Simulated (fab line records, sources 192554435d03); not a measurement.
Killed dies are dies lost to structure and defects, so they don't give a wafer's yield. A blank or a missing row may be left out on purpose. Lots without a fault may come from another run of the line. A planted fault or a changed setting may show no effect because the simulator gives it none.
fab line records | flow n5_finfet
record lots=24 wafers=72 last_day=17
route steps=1938 shown BEOL_M6@1216
lots that met no fault: from a run of the same line without faults
start_h: hours from the record's first day to the start of the lot's first wafer shown | wait_h: hours since the lot's step before | " the same as in the row above | L1.1+2: a row that stands for several wafers | - no value, or no start given | * or withheld: withheld | < > ~ a bound
route shown NAME@n: a module of which the file shows steps, and the number in the route of the first | usual: mean/standard deviation of fault-free wafers | same: alike in all rows | chamber/n: place in a boat | sites: the reading at each site | _std_site: their standard deviation | _edge_site: outer sites' mean less inner sites' | radius_mm: how far each site lies from the wafer's centre | mask NAME#n: copy n | behind: the tool/chamber that last shaped the wafer | hold: why the lot was held/for how many hours/how that ended | device: the transistor (n, p or np) that didn't switch | end of line: the same wafers' tests at the end of the route | a step without rows: its recipe alone | killed: dies lost to structure and defects at the first sort, not the wafer's yield | map: a wafer's dies, x killed, . not, _ none there
set.NAME: the setting as run; set.NAME@STEP: as run at that earlier step | model.NAME: the simulator's own value behind a step, which no gauge read
steps of the route over a sample of lots; a table a step, a row a wafer
services: from which hour (start_h, from the record's first day; less than 0 if before it) a tool's chamber was out of use, for how many hours, and why
## steps
# step N5_BEOL_M6_STRIP_19
# recipe chemistry=O2 power_w=400 temp_c=40 pressure_mtorr=30 rf_frequency_hz=6e+07 bias_power_w=0 overash_fraction=0.2 o2_flow_sccm=225
# usual drypump_motor_current_A=5.5/0.51 oes_product_au=0.82/0.092 rf_vpp_V=3.7/0.64 showerhead_plenum_p_Torr=2.09/0.052 throttle_valve_pct=16.71/0.21
# columns lot.wafer tool chamber start_h wait_h drypump_motor_current_A oes_product_au rf_hours_counter_h rf_vpp_V showerhead_plenum_p_Torr throttle_valve_pct
L075.2 rie_diel-03 1 191.86 0.1 5.9 0.93 18 4.1 2.06 16.60
L075.5 " 2 " " 5.8 0.89 - 4.3 2.16 16.55
L075.6 " 1 " " 5.9 0.93 - 4.2 2.06 16.56
L077.2 rie_diel-03 0 194.28 0.1 6.3 0.98 6 3.0 2.05 16.60
L077.4 " 2 " " 5.8 0.89 45 3.7 2.16 16.51
L077.6 " 1 " " 5.9 0.92 - 4.8 2.06 16.60
L076.3 rie_diel-06 1 194.76 0.1 5.9 0.66 239 3.8 2.06 17.03
L076.4 " 0 " " 5.3 0.86 42 3.6 2.13 16.28
L076.6 " 1 " " 6.0 0.67 - 3.0 2.06 17.07
L074.1 rie_diel-05 1 204.43 0.1 5.1 0.84 42 3.7 2.13 16.49
L074.3 " 3 " " 6.1 0.69 207 4.9 2.09 16.95
L074.5 " 2 " " 4.8 0.72 - 4.1 2.02 16.94
L079.1 rie_diel-06 2 211.16 0.2 4.7 0.94 7 3.5 2.08 16.68
L079.3 " 3 " " 4.9 0.68 223 3.8 2.18 17.07
L079.5 " 3 " " 4.8 0.68 - 3.3 2.18 17.07
L078.4 rie_diel-05 3 214.70 0.1 6.1 0.68 210 3.8 2.09 16.97
L078.5 " 0 " " 5.9 0.87 - 2.9 2.02 16.63
L078.6 " 1 " " 5.1 0.84 - 3.3 2.13 16.51
L080.2 rie_diel-06 3 215.51 0.1 4.8 0.68 224 3.5 2.18 17.08
L080.3 " 2 " " 4.7 0.94 8 3.7 2.08 16.68
L080.6 " 1 " " 5.9 0.67 - 4.8 2.06 17.06
L081.1 rie_diel-03 2 221.62 0.1 5.8 0.86 57 3.5 2.15 16.56
L081.4 " 1 " " 5.9 0.89 - 3.8 2.06 16.61
L081.5 " 1 " " 5.8 0.89 - 3.8 2.06 16.60
L082.2 rie_diel-05 3 235.50 0.2 6.1 0.69 221 3.6 2.09 16.98
L082.4 " 1 " " 5.1 0.81 56 2.9 2.13 16.54
L082.5 " 2 " " 4.8 0.72 - 2.8 2.02 16.93
L083.1 rie_diel-03 0 239.57 0.1 6.3 0.93 23 5.5 2.05 16.61
L083.3 " 1 " " 5.9 0.88 39 2.9 2.05 16.64
L083.4 " 2 " " 5.8 0.84 65 3.2 2.15 16.56
L084.1 rie_diel-05 3 248.68 0.2 6.1 0.68 227 4.2 2.08 17.00
L084.2 " 0 " " 5.9 0.83 71 3.5 2.02 16.65
L084.4 " 1 " " 5.1 0.81 61 3.5 2.12 16.53
L085.2 rie_diel-06 3 258.10 0.1 4.9 0.67 236 4.3 2.17 17.08
L085.3 " 2 " " 4.7 0.91 21 3.9 2.07 16.70
L085.6 " 2 " " 4.7 0.90 - 4.2 2.07 16.69
L086.2 rie_diel-03 3 258.36 0.1 5.5 0.90 15 2.7 2.15 16.63
L086.4 " 1 " " 5.9 0.86 46 3.0 2.05 16.63
L086.5 " 3 " " 5.5 0.91 - 3.4 2.15 16.62
L087.1 rie_diel-06 1 267.58 0.1 5.9 0.98 1 4.0 2.06 16.63
L087.5 " 2 " " 4.7 0.90 - 3.9 2.07 16.71
L087.6 " 3 " " 4.8 0.66 - 3.1 2.17 17.09
L088.4 rie_diel-05 0 274.37 0.1 5.9 0.83 81 4.0 2.01 16.68
L088.5 " 2 " " 4.8 0.71 - 4.1 2.01 16.96
L088.6 " 3 " " 6.1 0.68 - 3.6 2.08 17.03
L089.2 rie_diel-06 0 278.57 0.1 5.2 0.85 70 3.1 2.12 16.32
L089.5 " 3 " " 4.8 0.66 - 3.7 2.17 17.11
L089.6 " 0 " " 5.2 0.84 - 3.5 2.12 16.34
L091.2 rie_diel-03 2 281.20 0.1 5.8 0.83 81 3.4 2.14 16.60
L091.5 " 0 " " 6.3 0.91 - 3.2 2.04 16.64
L091.6 " 2 " " 5.8 0.83 - 4.5 2.14 16.58
L090.2 rie_diel-05 0 288.90 0.1 5.9 0.82 85 4.6 2.01 16.69
L090.3 " 3 " " 6.1 0.68 240 4.2 2.08 17.04
L090.5 " 1 " " 5.1 0.79 - 3.8 2.12 16.56
L092.2 rie_diel-05 3 296.36 0.3 6.1 0.68 242 4.0 2.08 17.03
L092.4 " 0 " " 5.9 0.81 88 3.7 2.01 16.70
L092.5 " 1 " " 5.1 0.80 - 3.9 2.12 16.56
L094.2 rie_diel-03 1 299.05 0.1 5.9 0.85 55 3.7 2.05 16.65
L094.3 " 3 " " 5.5 0.87 30 4.2 2.15 16.65
L094.5 " 2 " " 5.8 0.82 - 4.3 2.14 16.62
L093.2 rie_diel-05 0 300.12 0.1 5.9 0.81 89 3.4 2.01 16.67
L093.3 " 1 " " 5.1 0.80 80 4.6 2.12 16.60
L093.6 " 3 " " 6.1 0.67 - 5.0 2.08 17.02
L095.2 rie_diel-03 2 313.46 0.1 5.8 0.81 93 3.9 2.14 16.62
L095.4 " 0 " " 6.3 0.88 52 3.1 2.04 16.66
L095.5 " 2 " " 5.8 0.81 - 2.9 2.14 16.60
L096.1 rie_diel-03 0 319.28 0.2 6.2 0.88 54 3.3 2.04 16.68
L096.4 " 2 " " 5.8 0.82 95 3.6 2.14 16.60
L096.6 " 0 " " 6.3 0.89 - 4.2 2.04 16.71
L097.3 rie_diel-06 2 319.73 0.1 4.7 0.87 46 3.6 2.06 16.74
L097.4 " 2 " " 4.7 0.87 - 3.0 2.06 16.78
L097.6 " 0 " " 5.3 0.82 - 4.6 2.11 16.36
# step N5_BEOL_M6_INSPECT_30
# recipe mode=adi inspect_instrument=brightfield
# usual raw_defect_count=403/94
# columns lot.wafer tool chamber start_h wait_h raw_defect_count
L075.2 defect_inspect-01 - 192.45 0.0 436
L075.5 " - " " 370
L075.6 " - " " 304
L076.3 defect_inspect-01 - 197.61 0.0 316
L076.4 " - " " 207
L076.6 " - " " 348
L077.2 defect_inspect-01 - 197.78 0.0 388
L077.4 " - " " 280
L077.6 " - " " 304
L074.1 defect_inspect-02 - 207.71 0.1 584
L074.3 " - " " 522
L074.5 " - " " 408
L079.1 defect_inspect-01 - 212.72 0.1 330
L079.3 " - " " 336
L079.5 " - " " 328
L078.4 defect_inspect-02 - 217.04 0.0 519
L078.5 " - " " 637
L078.6 " - " " 476
L080.2 defect_inspect-01 - 217.15 0.0 221
L080.3 " - " " 341
L080.6 " - " " 306
L081.1 defect_inspect-02 - 222.83 0.1 479
L081.4 " - " " 465
L081.5 " - " " 439
L082.2 defect_inspect-02 - 236.96 0.0 324
L082.4 " - " " 263
L082.5 " - " " 290
L083.1 defect_inspect-02 - 240.26 0.1 298
L083.3 " - " " 309
L083.4 " - " " 332
L084.1 defect_inspect-01 - 249.15 0.1 321
L084.2 " - " " 360
L084.4 " - " " 380
L085.2 defect_inspect-02 - 258.59 0.0 466
L085.3 " - " " 437
L085.6 " - " " 495
L086.2 defect_inspect-01 - 260.06 0.0 566
L086.4 " - " " 463
L086.5 " - " " 463
L087.1 defect_inspect-01 - 268.57 0.1 362
L087.5 " - " " 347
L087.6 " - " " 361
L088.4 defect_inspect-02 - 277.06 0.0 536
L088.5 " - " " 451
L088.6 " - " " 445
L089.2 defect_inspect-02 - 279.16 0.0 479
L089.5 " - " " 510
L089.6 " - " " 295
L091.2 defect_inspect-02 - 281.68 0.0 349
L091.5 " - " " 427
L091.6 " - " " 391
L090.2 defect_inspect-01 - 292.81 0.0 423
L090.3 " - " " 406
L090.5 " - " " 316
L092.2 defect_inspect-01 - 297.36 0.0 449
L092.4 " - " " 488
L092.5 " - " " 455
L094.2 defect_inspect-01 - 300.68 0.0 298
L094.3 " - " " 282
L094.5 " - " " 373
L093.2 defect_inspect-01 - 300.85 0.0 326
L093.3 " - " " 286
L093.6 " - " " 313
L095.2 defect_inspect-01 - 314.05 0.0 238
L095.4 " - " " 437
L095.5 " - " " 418
L096.1 defect_inspect-02 - 321.01 0.1 374
L096.4 " - " " 474
L096.6 " - " " 461
L097.3 defect_inspect-02 - 321.09 0.0 581
L097.4 " - " " 485
L097.6 " - " " 592
# step N5_BEOL_M6_TRENCH_ETCH_37
# recipe chemistry=C4F6/O2 target_depth_a=944.35 target=SiCOH_lowk time_s=31.5 ion_energy_ev=250 pressure_mtorr=30 source_w=345 bias_w=185 Ar_flow_sccm=300 C4F6_flow_sccm=10 O2_flow_sccm=10
# usual drypump_motor_current_A=5.5/0.51 oes_product_au=0.82/0.089 rf_fwd_power_W=340.0/1.9 rf_vpp_V=663/16 showerhead_plenum_p_Torr=2.83/0.07 throttle_valve_pct=20.94/0.23
# columns lot.wafer tool chamber start_h wait_h drypump_motor_current_A oes_product_au rf_fwd_power_W rf_hours_counter_h rf_vpp_V showerhead_plenum_p_Torr throttle_valve_pct
L075.2 rie_diel-06 0 - - 5.2 0.88 337.9 41 644 2.92 20.76
L075.5 " 2 " " 4.7 0.98 340.4 - 647 2.78 20.77
L075.6 " 3 " " 4.8 0.67 340.8 - 658 2.97 21.39
L076.3 rie_diel-05 3 - - 6.0 0.69 340.8 204 662 2.82 21.08
L076.4 " 2 " " 4.8 0.72 338.3 173 633 2.73 21.04
L076.6 " 3 " " 6.1 0.70 342.5 - 663 2.82 21.09
L077.2 rie_diel-06 2 - - 4.7 0.96 341.5 3 647 2.78 20.78
L077.4 " 1 " " 5.9 0.67 342.4 240 660 2.81 21.34
L077.6 " 3 " " 4.8 0.68 344.0 - 658 2.97 21.39
L074.1 rie_diel-05 3 - - 6.1 0.69 341.2 209 662 2.82 21.10
L074.3 " 1 " " 5.1 0.84 341.2 44 687 2.88 20.72
L074.5 " 1 " " 5.1 0.84 340.0 - 685 2.88 20.71
L079.1 rie_diel-06 0 - - 5.2 0.87 337.2 49 644 2.92 20.76
L079.3 " 2 " " 4.7 0.93 339.8 8 647 2.78 20.78
L079.5 " 3 " " 4.9 0.67 341.0 - 658 2.97 21.41
L078.4 rie_diel-05 0 - - 5.9 0.87 340.7 - 657 2.79 21.07
L078.5 " 1 " " 5.1 0.84 340.5 - 686 2.88 20.72
L078.6 " 3 " " 6.1 0.69 342.4 - 662 2.82 21.11
L080.2 rie_diel-03 0 - - 6.3 0.94 336.4 16 680 2.83 21.15
L080.3 " 2 " " 5.8 0.88 337.8 55 681 2.89 20.76
L080.6 " 0 " " 6.3 0.93 335.5 - 684 2.83 21.16
L081.1 rie_diel-03 1 - - 5.9 0.89 340.3 31 664 2.76 20.72
L081.4 " 2 " " 5.8 0.88 337.8 - 681 2.89 20.74
L081.5 " 2 " " 5.8 0.88 338.1 - 682 2.89 20.74
L082.2 rie_diel-03 3 - - 5.5 0.93 339.3 6 679 2.88 20.68
L082.4 " 2 " " 5.8 0.87 338.5 65 683 2.89 20.77
L082.5 " 2 " " 5.8 0.87 337.6 - 682 2.89 20.77
L083.1 rie_diel-03 1 - - 5.9 0.88 341.1 39 664 2.75 20.74
L083.3 " 3 " " 5.5 0.92 341.2 7 681 2.88 20.70
L083.4 " 2 " " 5.8 0.86 338.6 66 679 2.89 20.76
L084.1 rie_diel-06 3 - - 4.8 0.66 341.7 232 658 2.96 21.42
L084.2 " 0 " " 5.3 0.85 337.2 57 643 2.92 20.76
L084.4 " 0 " " 5.2 0.86 338.5 - 643 2.92 20.79
L085.2 rie_diel-05 0 - - 5.9 0.83 340.4 75 656 2.78 21.10
L085.3 " 3 " " 6.1 0.67 343.1 230 662 2.81 21.13
L085.6 " 2 " " 4.8 0.73 339.7 - 631 2.72 21.07
L086.2 rie_diel-05 3 - - 6.1 0.67 344.3 231 662 2.81 21.13
L086.4 " 1 " " 5.1 0.81 338.8 66 687 2.87 20.73
L086.5 " 3 " " 6.1 0.66 343.4 - 662 2.81 21.13
L087.1 rie_diel-03 2 - - 5.8 0.86 338.0 75 681 2.88 20.78
L087.5 " 3 " " 5.5 0.89 337.8 - 680 2.87 20.70
L087.6 " 2 " " 5.8 0.86 338.7 - 680 2.88 20.77
L088.4 rie_diel-06 0 - - 5.3 0.85 338.3 69 642 2.91 20.77
L088.5 " 0 " " 5.2 0.85 337.1 - 643 2.91 20.80
L088.6 " 3 " " 4.8 0.66 342.6 - 655 2.96 21.43
L089.2 rie_diel-06 0 - - 5.3 0.85 338.3 70 643 2.91 20.80
L089.5 " 3 " " 4.9 0.66 342.1 - 657 2.96 21.43
L089.6 " 2 " " 4.7 0.88 341.1 - 648 2.77 20.80
L091.2 rie_diel-03 0 - - 6.3 0.89 336.7 39 681 2.82 21.19
L091.5 " 3 " " 5.5 0.87 340.1 - 680 2.87 20.72
L091.6 " 2 " " 5.8 0.84 339.0 - 680 2.88 20.78
L090.2 rie_diel-05 2 - - 4.9 0.71 339.8 201 633 2.71 21.10
L090.3 " 3 " " 6.1 0.67 342.9 241 663 2.80 21.15
L090.5 " 1 " " 5.1 0.80 341.3 - 685 2.86 20.76
L092.2 rie_diel-03 2 - - 5.8 0.84 339.6 87 681 2.88 20.80
L092.4 " 0 " " 6.3 0.87 336.1 45 681 2.81 21.18
L092.5 " 1 " " 5.8 0.85 337.8 - 663 2.75 20.74
L094.2 rie_diel-05 1 - - 5.1 0.80 341.3 80 687 2.86 20.76
L094.3 " 3 " " 6.1 0.66 341.6 244 662 2.80 21.14
L094.5 " 3 " " 6.1 0.66 342.9 - 662 2.80 21.15
L093.2 rie_diel-06 1 - - 5.9 0.92 340.8 15 659 2.80 21.03
L093.3 " 0 " " 5.3 0.83 338.5 79 643 2.91 20.81
L093.6 " 2 " " 4.7 0.86 340.5 - 647 2.76 20.82
L095.2 rie_diel-03 3 - - 5.5 0.86 337.8 33 680 2.87 20.72
L095.4 " 0 " " 6.3 0.86 337.6 52 682 2.81 21.21
L095.5 " 2 " " 5.8 0.82 339.0 - 681 2.87 20.80
L096.1 rie_diel-06 1 - - 5.9 0.89 341.8 25 660 2.80 21.06
L096.4 " 1 " " 5.9 0.90 341.6 - 659 2.80 21.07
L096.6 " 2 " " 4.7 0.86 341.4 - 649 2.76 20.81
L097.3 rie_diel-03 1 - - 5.9 0.84 339.3 65 661 2.74 20.76
L097.4 " 3 " " 5.5 0.85 342.0 36 678 2.86 20.75
L097.6 " 1 " " 5.8 0.85 339.6 - 662 2.74 20.76
# step N5_BEOL_M6_CD_MEAS_35
# recipe target_cd_nm=40 target_cd_y_nm=28 polarity=opening
# usual cd_nm=40.1/0.78
# columns lot.wafer tool chamber start_h wait_h cd_nm
L075.2 cd_sem-03 - 193.10 0.0 38.5
L075.5 " - " " 39.5
L075.6 " - " " 39.2
L076.3 cd_sem-03 - 198.23 0.0 39.7
L076.4 " - " " 38.4
L076.6 " - " " 39.3
L077.2 cd_sem-03 - 198.42 0.0 40.9
L077.4 " - " " 40.9
L077.6 " - " " 42.2
L074.1 cd_sem-01 - 208.32 0.0 39.7
L074.3 " - " " 39.8
L074.5 " - " " 39.4
L079.1 cd_sem-02 - 213.33 0.0 39.7
L079.3 " - " " 39.9
L079.5 " - " " 39.1
L078.4 cd_sem-03 - 217.66 0.0 40.8
L078.5 " - " " 40.4
L078.6 " - " " 40.6
L080.2 cd_sem-01 - 218.22 0.0 40.7
L080.3 " - " " 39.7
L080.6 " - " " 40.9
L081.1 cd_sem-03 - 223.64 0.0 39.8
L081.4 " - " " 39.2
L081.5 " - " " 39.7
L082.2 cd_sem-02 - 237.57 0.0 41.4
L082.4 " - " " 40.7
L082.5 " - " " 40.4
L083.1 cd_sem-03 - 240.89 0.0 40.1
L083.3 " - " " 39.7
L083.4 " - " " 38.9
L084.1 cd_sem-03 - 249.76 0.0 39.8
L084.2 " - " " 39.7
L084.4 " - " " 39.8
L085.2 cd_sem-01 - 259.21 0.0 39.4
L085.3 " - " " 39.2
L085.6 " - " " 39.6
L086.2 cd_sem-03 - 260.68 0.0 39.7
L086.4 " - " " 39.3
L086.5 " - " " 39.5
L087.1 cd_sem-03 - 269.18 0.0 39.7
L087.5 " - " " 40.4
L087.6 " - " " 40.3
L088.4 cd_sem-01 - 277.79 0.0 39.5
L088.5 " - " " 41.5
L088.6 " - " " 40.7
L089.2 cd_sem-01 - 279.78 0.0 40.6
L089.5 " - " " 40.7
L089.6 " - " " 40.3
L091.2 cd_sem-02 - 282.39 0.0 39.6
L091.5 " - " " 39.2
L091.6 " - " " 40.6
L090.2 cd_sem-03 - 293.42 0.0 40.5
L090.3 " - " " 41.1
L090.5 " - " " 39.7
L092.2 cd_sem-02 - 298.35 0.0 41.8
L092.4 " - " " 40.7
L092.5 " - " " 40.1
L094.2 cd_sem-02 - 301.31 0.0 39.9
L094.3 " - " " 40.5
L094.5 " - " " 40.8
L093.2 cd_sem-02 - 301.53 0.0 40.7
L093.3 " - " " 41.3
L093.6 " - " " 40.3
L095.2 cd_sem-01 - 314.67 0.0 40.0
L095.4 " - " " 41.2
L095.5 " - " " 41.2
L096.1 cd_sem-03 - 321.62 0.0 39.8
L096.4 " - " " 40.7
L096.6 " - " " 39.4
L097.3 cd_sem-01 - 321.93 0.0 39.3
L097.4 " - " " 40.5
L097.6 " - " " 40.4
# step N5_BEOL_M6_SPUTTER_48
# recipe material=Cu target_thk_a=100 temp_c=-20 bias_v=60 power_w=26000 chamber_pressure_pa=0.13 time_s=1.667
# usual susceptor_temp_C=-20.00/0.11 throttle_valve_pct=29.5/0.87
# columns lot.wafer tool chamber start_h wait_h susceptor_temp_C throttle_valve_pct
L075.2 pvd_sputter-03 - 194.38 0.1 -20.09 30.3
L075.5 " - " " -20.05 29.7
L075.6 " - " " -20.04 30.5
L076.3 pvd_sputter-03 - 199.66 0.3 -19.80 29.8
L076.4 " - " " -20.16 29.4
L076.6 " - " " -19.95 30.0
L077.2 pvd_sputter-01 - 201.21 1.3 -20.08 29.8
L077.4 " - " " -19.89 29.8
L077.6 " - " " -19.90 29.6
L074.1 pvd_sputter-01 - 210.44 0.1 -19.98 27.6
L074.3 " - " " -19.97 29.7
L074.5 " - " " -19.95 29.0
L079.1 pvd_sputter-03 - 214.77 0.1 -20.03 30.3
L079.3 " - " " -20.08 30.3
L079.5 " - " " -20.01 30.5
L078.4 pvd_sputter-02 - 219.59 0.8 -19.86 29.0
L078.5 " - " " -19.95 30.9
L078.6 " - " " -19.92 30.6
L080.2 pvd_sputter-03 - 220.51 0.1 -19.90 29.6
L080.3 " - " " -20.12 30.1
L080.6 " - " " -19.90 29.8
L081.1 pvd_sputter-01 - 224.72 0.1 -19.88 29.5
L081.4 " - " " -20.00 29.6
L081.5 " - " " -19.97 27.5
L082.2 pvd_sputter-01 - 238.59 0.1 -20.15 29.2
L082.4 " - " " -19.90 29.9
L082.5 " - " " -19.91 29.6
L083.1 pvd_sputter-01 - 242.35 0.3 -20.15 29.9
L083.3 " - " " -19.98 29.7
L083.4 " - " " -20.19 29.4
L084.1 pvd_sputter-03 - 253.49 1.7 -20.06 30.3
L084.2 " - " " -20.09 30.6
L084.4 " - " " -19.96 28.9
L085.2 pvd_sputter-01 - 261.14 0.1 -19.88 29.5
L085.3 " - " " -19.74 29.2
L085.6 " - " " -19.75 29.5
L086.2 pvd_sputter-01 - 262.44 0.1 -19.87 29.9
L086.4 " - " " -19.98 29.4
L086.5 " - " " -19.83 29.2
L087.1 pvd_sputter-03 - 270.90 0.2 -19.98 29.9
L087.5 " - " " -20.00 28.8
L087.6 " - " " -19.65 30.4
L088.4 pvd_sputter-01 - 278.85 0.1 -20.00 27.5
L088.5 " - " " -20.07 29.8
L088.6 " - " " -20.01 27.4
L089.2 pvd_sputter-03 - 280.74 0.1 -19.93 30.7
L089.5 " - " " -19.99 29.1
L089.6 " - " " -20.07 30.8
L091.2 pvd_sputter-02 - 283.93 0.1 -20.04 30.4
L091.5 " - " " -20.00 30.6
L091.6 " - " " -20.24 28.7
L090.2 pvd_sputter-03 - 294.64 0.1 -20.12 30.2
L090.3 " - " " -19.81 29.8
L090.5 " - " " -20.22 30.5
L092.2 pvd_sputter-02 - 301.14 0.1 -20.02 30.6
L092.4 " - " " -20.01 30.7
L092.5 " - " " -19.95 28.7
L094.2 pvd_sputter-03 - 302.80 0.3 -19.95 30.2
L094.3 " - " " -19.85 30.0
L094.5 " - " " -19.93 29.6
L093.2 pvd_sputter-03 - 303.00 0.2 -20.03 29.7
L093.3 " - " " -20.07 30.6
L093.6 " - " " -19.86 30.4
L095.2 pvd_sputter-03 - 317.50 1.1 -20.13 30.0
L095.4 " - " " -19.90 30.3
L095.5 " - " " -20.02 30.6
L096.1 pvd_sputter-01 - 323.30 0.2 -20.04 29.4
L096.4 " - " " -20.10 29.8
L096.6 " - " " -20.09 29.7
L097.3 pvd_sputter-01 - 323.46 0.1 -20.27 29.7
L097.4 " - " " -19.90 27.6
L097.6 " - " " -19.90 27.5
# step N5_BEOL_M6_RS_MEAS_57
# recipe thk_meas_gauge=four-point-probe reads=Cu_of_BEOL_M6_ECD_50+Co_of_BEOL_M6_CVD_78+TaN_of_BEOL_M6_ALD_77
# usual M6_RS=0.287/0.012
# columns lot.wafer tool chamber start_h wait_h M6_RS[ohm/sq]
L075.2 film_metro-01 - 195.97 0.1 0.283
L075.5 " - " " 0.276
L075.6 " - " " 0.295
L076.3 film_metro-02 - 200.59 0.1 0.305
L076.4 " - " " 0.286
L076.6 " - " " 0.303
L077.2 film_metro-01 - 202.27 0.1 0.282
L077.4 " - " " 0.297
L077.6 " - " " 0.297
L074.1 film_metro-01 - 211.42 0.1 0.302
L074.3 " - " " 0.299
L074.5 " - " " 0.303
L079.1 film_metro-01 - 216.18 0.1 0.296
L079.3 " - " " 0.281
L079.5 " - " " 0.294
L078.4 film_metro-02 - 220.68 0.0 0.270
L078.5 " - " " 0.286
L078.6 " - " " 0.296
L080.2 film_metro-02 - 221.95 0.1 0.273
L080.3 " - " " 0.273
L080.6 " - " " 0.283
L081.1 film_metro-01 - 225.80 0.1 0.281
L081.4 " - " " 0.279
L081.5 " - " " 0.272
L082.2 film_metro-01 - 239.94 0.1 0.295
L082.4 " - " " 0.283
L082.5 " - " " 0.288
L083.1 film_metro-01 - 243.30 0.1 0.285
L083.3 " - " " 0.305
L083.4 " - " " 0.276
L084.1 film_metro-01 - 254.57 0.1 0.311
L084.2 " - " " 0.278
L084.4 " - " " 0.275
L085.2 film_metro-01 - 262.23 0.1 0.283
L085.3 " - " " 0.304
L085.6 " - " " 0.278
L086.2 film_metro-01 - 263.75 0.1 0.297
L086.4 " - " " 0.307
L086.5 " - " " 0.303
L087.1 film_metro-01 - 271.84 0.1 0.274
L087.5 " - " " 0.290
L087.6 " - " " 0.291
L088.4 film_metro-02 - 279.99 0.0 0.287
L088.5 " - " " 0.281
L088.6 " - " " 0.285
L089.2 film_metro-01 - 281.68 0.1 0.275
L089.5 " - " " 0.297
L089.6 " - " " 0.297
L091.2 film_metro-02 - 285.07 0.1 0.295
L091.5 " - " " 0.315
L091.6 " - " " 0.277
L090.2 film_metro-01 - 295.90 0.1 0.267
L090.3 " - " " 0.295
L090.5 " - " " 0.279
L092.2 film_metro-02 - 302.19 0.1 0.276
L092.4 " - " " 0.278
L092.5 " - " " 0.261
L094.2 film_metro-01 - 304.28 0.1 0.288
L094.3 " - " " 0.287
L094.5 " - " " 0.295
L093.2 film_metro-01 - 304.67 0.1 0.290
L093.3 " - " " 0.280
L093.6 " - " " 0.279
L095.2 film_metro-01 - 318.88 0.1 0.297
L095.4 " - " " 0.286
L095.5 " - " " 0.273
L096.1 film_metro-02 - 324.24 0.1 0.293
L096.4 " - " " 0.308
L096.6 " - " " 0.279
L097.3 film_metro-01 - 324.79 0.1 0.277
L097.4 " - " " 0.303
L097.6 " - " " 0.267
## services
# columns tool chamber start_h hours kind
rie_diel-06 2 168.19 - clean
rie_diel-06 2 168.19 - consumable_replace:focus_ring
rie_diel-06 2 168.19 20.0 scheduled_down
rie_diel-06 2 168.19 20.0 vent_cycle
rie_diel-03 3 168.79 4.2 repair
rie_diel-03 3 205.74 - clean
rie_diel-03 3 205.74 - consumable_replace:focus_ring
rie_diel-03 3 205.74 18.8 scheduled_down
rie_diel-03 3 205.74 18.8 vent_cycle
rie_diel-03 0 218.61 7.7 repair
rie_diel-06 - 223.44 14.6 pm
rie_diel-05 - 229.22 0.1 repair
rie_diel-06 1 242.74 - clean
rie_diel-06 1 242.74 - consumable_replace:focus_ring
rie_diel-06 1 242.74 21.2 scheduled_down
rie_diel-06 1 242.74 21.2 vent_cycle
rie_diel-06 3 296.00 - clean
rie_diel-06 3 296.00 - consumable_replace:focus_ring
rie_diel-06 3 296.00 26.2 scheduled_down
rie_diel-06 3 296.00 26.2 vent_cycle
pvd_sputter-02 - 303.66 4.3 repair
rie_diel-05 3 321.96 - clean
rie_diel-05 3 321.96 - consumable_replace:focus_ring
## key
fault none
